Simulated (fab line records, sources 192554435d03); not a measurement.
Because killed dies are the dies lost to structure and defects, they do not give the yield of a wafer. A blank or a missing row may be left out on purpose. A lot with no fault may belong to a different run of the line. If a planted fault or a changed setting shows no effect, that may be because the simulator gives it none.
Split-lot study | flow n5 finfet | 39 wafers read from 7 lots, route of 1938 steps

## THE SPLIT ITSELF
At N5_BEOL_M3_ILD_DEP_00 (deposits SiOC from DEMS/O2, target thk 79 nm, time 15.3 s), the setting time s was moved away from the recipe's 15.3 s on 15 of the 39 wafers read, by -33.5% to +56.9%. The other wafers ran this setting at the recipe's value.

There is no step in the file separating the split from the reading.

## THE READING
M3_ILD_THK in nanometres, read at N5_BEOL_M3_THK_MEAS_01. A value of 79.2 nm with a standard deviation of 1.1 nm is what fault-free wafers of this fab line usually give.

wafer  | tool, chamber at the split | time s as run, s | against the recipe | M3_ILD_THK, nm | against lot-mates on the recipe
L075.1 | pecvd-03, 2                | 15.3             | recipe             | 79.2           | -
L075.2 | pecvd-03, 0                | 24               | +56.9%             | 122.7          | +42.5
L075.3 | pecvd-03, 1                | 15.3             | recipe             | 79.7           | -
L075.4 | pecvd-03, 1                | 15.3             | recipe             | 81.6           | -
L075.5 | pecvd-03, 0                | 24               | +56.9%             | 124.8          | +44.6
L075.6 | pecvd-03, 2                | 24               | +56.9%             | 124.5          | +44.3
L077.2 | pecvd-02, 2                | 15.3             | recipe             | 78.0           | -
L077.5 | pecvd-02, 2                | 15.3             | recipe             | 79.5           | -
L077.6 | pecvd-02, 1                | 15.3             | recipe             | 80.1           | -
L078.1 | pecvd-04, 1                | 15.3             | recipe             | 78.9           | -
L078.2 | pecvd-04, 2                | 15.3             | recipe             | 78.5           | -
L078.3 | pecvd-04, 0                | 15.3             | recipe             | 77.6           | -
L078.4 | pecvd-04, 1                | 10.18            | -33.5%             | 53.6           | -24.7
L078.5 | pecvd-04, 2                | 10.18            | -33.5%             | 53.7           | -24.6
L078.6 | pecvd-04, 0                | 10.18            | -33.5%             | 52.5           | -25.8
L080.1 | pecvd-02, 2                | 10.33            | -32.5%             | 53.0           | -25.5
L080.2 | pecvd-02, 1                | 15.3             | recipe             | 78.6           | -
L080.3 | pecvd-02, 0                | 15.3             | recipe             | 76.9           | -
L080.4 | pecvd-02, 2                | 10.33            | -32.5%             | 53.5           | -25.0
L080.5 | pecvd-02, 1                | 15.3             | recipe             | 79.9           | -
L080.6 | pecvd-02, 0                | 10.33            | -32.5%             | 52.6           | -25.9
L090.1 | pecvd-04, 1                | 11               | -28.1%             | 58.7           | -21.4
L090.2 | pecvd-04, 2                | 15.3             | recipe             | 78.7           | -
L090.3 | pecvd-04, 0                | 11               | -28.1%             | 57.7           | -22.4
L090.4 | pecvd-04, 0                | 11               | -28.1%             | 57.4           | -22.7
L090.5 | pecvd-04, 2                | 15.3             | recipe             | 79.8           | -
L090.6 | pecvd-04, 1                | 15.3             | recipe             | 81.8           | -
L088.1 | pecvd-03, 2                | 15.3             | recipe             | 77.8           | -
L088.2 | pecvd-03, 0                | 15.3             | recipe             | 78.6           | -
L088.3 | pecvd-03, 0                | 15.3             | recipe             | 79.0           | -
L088.4 | pecvd-03, 2                | 22.26            | +45.5%             | 114.2          | +35.7
L088.5 | pecvd-03, 2                | 22.26            | +45.5%             | 114.9          | +36.4
L088.6 | pecvd-03, 0                | 22.26            | +45.5%             | 115.8          | +37.3
L096.1 | pecvd-02, 2                | 15.3             | recipe             | 77.9           | -
L096.2 | pecvd-02, 1                | 15.3             | recipe             | 79.6           | -
L096.3 | pecvd-02, 0                | 15.3             | recipe             | 77.6           | -
L096.4 | pecvd-02, 0                | 15.3             | recipe             | 78.9           | -
L096.5 | pecvd-02, 2,1              | 15.3             | recipe             | 79.8           | -
L096.6 | pecvd-02, 2,1              | 15.3             | recipe             | 79.8           | -
The file does not say which wafer passed through which chamber wherever a row lists several chambers: such a row stands for several wafers.

THE FIT
A straight line over all 39 wafers: M3_ILD_THK changes by +0.785 nm for each +1% of time s; r = +1.00; the points scatter about the line by 1.1 nm.
The same after taking each lot's own level away (the mean of its wafers on the recipe; 39 wafers): +0.779 nm for each +1%; r = +1.00; scatter 0.97 nm.
That fit puts the effect of the largest move of time s on the reading at 44 nm.
From 78.33 to 80.17 nm: that is the span of the lots' own levels, equal to 1.7 times the standard deviation above.
Hence the lot-to-lot level has little effect on the slope; both slopes agree.
Check: with one of the wafers moved furthest among these (+56.9%) left out of the fit, the line predicts +44.7 nm for it against its lot-mates. Against them it came out at +42.5 nm.

## OTHER SPLITS ON THESE WAFERS
These wafers also went through other splits before the reading. Each is held against what the fit with the lots' levels taken away leaves over:
other split on the same wafers           | wafers away from the commonest value | r with M3_ILD_THK (lot level and that fit taken away)
N5_ZERO_LAYER_ETCH_18 target depth a     | 15                                   | -0.23
N5_ILD0_PRECLEAN_10 time s               | 9                                    | -0.03
N5_MOL_CONTACT_COAG_CVD_140 target thk a | 18                                   | +0.16

## THE WHOLE CHAIN: every reading that the file lists as answering this split, in the file's order
step                   | what it does                                              | reading                                                                            | change (the file's fit)               | r (the file's)
N5_BEOL_M3_ILD_DEP_00  | deposits SiOC from DEMS/O2, target thk 79 nm, time 15.3 s | SiOC_of_BEOL_M3_ILD_DEP_00.thk nm (the simulator's own value, which no gauge read) | +0.779 nm for each +1% of the setting | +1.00
N5_BEOL_M3_THK_MEAS_01 |                                                           | M3_ILD_THK                                                                         | +0.779 for each +1% of the setting    | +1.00

## FILE'S OWN FIT
M3_ILD_THK changes by +0.779 nm for each +1% of time s, r = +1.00.
